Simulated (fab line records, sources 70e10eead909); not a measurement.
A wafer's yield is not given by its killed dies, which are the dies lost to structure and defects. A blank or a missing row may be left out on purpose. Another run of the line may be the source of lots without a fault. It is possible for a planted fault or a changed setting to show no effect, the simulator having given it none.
A struck lot beside a sound one || flow nand-harc || 25 steps out of a route of 1302
Sound: these wafers, L391.1, L391.3, L391.5. Struck: wafers L397.1, L397.2, L397.3. The cause is named last.
Each step with rows lists, per side, the tool, then ch with its chambers, then its first start. Under that, the readings that differ: sound wafers || struck wafers || difference of the means || sigmas: that difference in standard deviations of wafers without a fault.
alike: readings whose means differ by less than 2 such deviations, and words and numbers that are the same on both sides. not compared: withheld readings, readings that some wafer has no value for, bounds like >300 that may hide the same value, and numbers for which the record gives no deviation and whose values overlap.
The two part at a step that has a row with sigmas, a row that says differs or no value, or rows on one side only. Numbers that have no deviation but don't overlap get no sigmas and don't part them. Lack of a reading on every wafer of one side parts them only where that side has two or more wafers.

first, 4 steps without rows for these wafers: NHARC_P_GATE_PRECLEAN_71 (cleans in SC1); NHARC_P_GATE_SRD_72; NHARC_P_GATE_OXIDE_16 (material SiO2, target thk 3 nm, ox time 392 s); NHARC_P_GATE_CVD_17 (deposits poly-Si, target thk 150 nm, time 900 s).
NHARC_P_GATE_HM_DEP_102: deposits aC, target thk 120 nm.
  sound on acl-dep-02 ch 0, day 8 18:49; struck on acl-dep-03 ch 0, day 11 05:08
  alike: throttle-valve-pct
NHARC_P_GATE_DEP_103: deposits SiON, target thk 30 nm.
  sound on pecvd-02 ch 0,1, day 8 19:31; struck on pecvd-01 ch 0,1,2, day 11 05:47
  alike: heater-power-w
then, 6 steps without rows for these wafers: NHARC_P_GATE_DEHYDRATE_18 (time 120 s); NHARC_P_GATE_HMDS_19 (time 30 s); NHARC_P_GATE_COAT_20 (resist thk 90 nm); NHARC_P_GATE_SOFTBAKE_21 (time 55 s); NHARC_P_GATE_EBR_22; NHARC_P_GATE_EXPOSE_23 (exposes mask P GATE, target cd 120 nm).
NHARC_P_GATE_PEB_24: peb time 65 s.
  sound on litho-track-01 ch 0, day 8 19:58; struck on litho-track-01 ch 0, day 11 06:24
then, 1 step without rows for these wafers: NHARC_P_GATE_DEVELOP_25 (develop time 35 s).
NHARC_P_GATE_CD_MEAS_26: target cd 120 nm.
  sound on cd-sem-02 ch 0, day 8 20:02; struck on cd-sem-01 ch 0, day 11 06:29
{"reading": "cd-nm (nm)", "sound": "118.7 119.3 118.6", "struck": "117.3 117.0 117.1", "difference": -1.7, "sigmas": -3}
NHARC_P_GATE_OVL_MEAS_27:
  sound on overlay-01, day 8 20:07; struck on overlay-02, day 11 06:34
{"reading": "overlay-x-nm (nm)", "sound": "0.9 1.2 1.2", "struck": "-0.6 -1.1 -1.4", "difference": -2.1, "sigmas": -2}
  alike: overlay-y-nm
NHARC_P_GATE_INSPECT_28:
  sound on defect-inspect-02, day 8 20:10; struck on defect-inspect-01, day 11 06:36
  alike: raw-defect-count
NHARC_P_GATE_DESCUM_31: chemistry O2, time 3 s.
  sound on rie-diel-03 ch 1,2, day 8 20:13; struck on rie-diel-06 ch 1,2,3, day 11 06:40
{"reading": "model.P_GATE.cd-nm (nm)", "sound": "118.1 119.7 119.3", "struck": "117.4 117.2 116.9", "difference": -1.9, "sigmas": ""}
  alike: drypump-motor-current-A, oes-product-au, rf-vpp-V, showerhead-plenum-p-Torr, throttle-valve-pct
  not compared: rf-hours-counter-h
then, 1 step without rows for these wafers: NHARC_P_GATE_ETCH_104 (etches the open film in CF4/CHF3, target depth 60 nm).
NHARC_P_GATE_HM_OPEN_105: chemistry O2/COS, target depth 360 nm.
  sound on rie-diel-03 ch 0,2; struck on rie-diel-06 ch 0,1,3
  alike: drypump-motor-current-A, oes-product-au, rf-vpp-V, showerhead-plenum-p-Torr, throttle-valve-pct
  not compared: rf-hours-counter-h
then, 1 step without rows for these wafers: NHARC_P_GATE_STRIP_106 (strips in O2/COS).
NHARC_P_GATE_ETCH_114: etches the open film in CF4/O2, target depth 30 nm, overetch 3 nm, time 16.5 s.
  sound on rie-diel-03 ch 0,2; struck on rie-diel-06 ch 0,2,3
  alike: drypump-motor-current-A, oes_o_777_au, oes-product-au, rf-vpp-V, showerhead-plenum-p-Torr, throttle-valve-pct
  not compared: rf-hours-counter-h
NHARC_P_GATE_ETCH_32: etches the open film in HBr/Cl2, target depth 150 nm, time 100.1 s.
  sound on rie-si-02 ch 0,1,2, day 8 20:43; struck on rie-si-02 ch 0,1,3, day 11 07:07
  alike: drypump-motor-current-A, oes-product-au, throttle-valve-pct
  not compared: rf-hours-counter-h, model.P_GATE.cd-nm
NHARC_P_GATE_STRIP_108: strips in O2.
  sound on rie-diel-06 ch 1,3, day 8 20:50; struck on rie-diel-03 ch 0,1,3, day 11 07:18
  alike: drypump-motor-current-A, oes-product-au, rf-vpp-V, showerhead-plenum-p-Torr, throttle-valve-pct
  not compared: rf-hours-counter-h
-- break in the record here, with 20 days between the starts of the struck wafers on either side (left off in module P_GATE, picked up again in module END, where the first step shown is number 1302 on the route) --
NHARC_END_SORT_01:
  at this point the record logs the struck wafers (prober-01 ch 0, day 30 23:08) and has no rows for the sound ones

## WHERE THEY PART
First at NHARC_P_GATE_CD_MEAS_26; last, within this record, at NHARC_END_SORT_01.

WHY: the cause the simulator had injected
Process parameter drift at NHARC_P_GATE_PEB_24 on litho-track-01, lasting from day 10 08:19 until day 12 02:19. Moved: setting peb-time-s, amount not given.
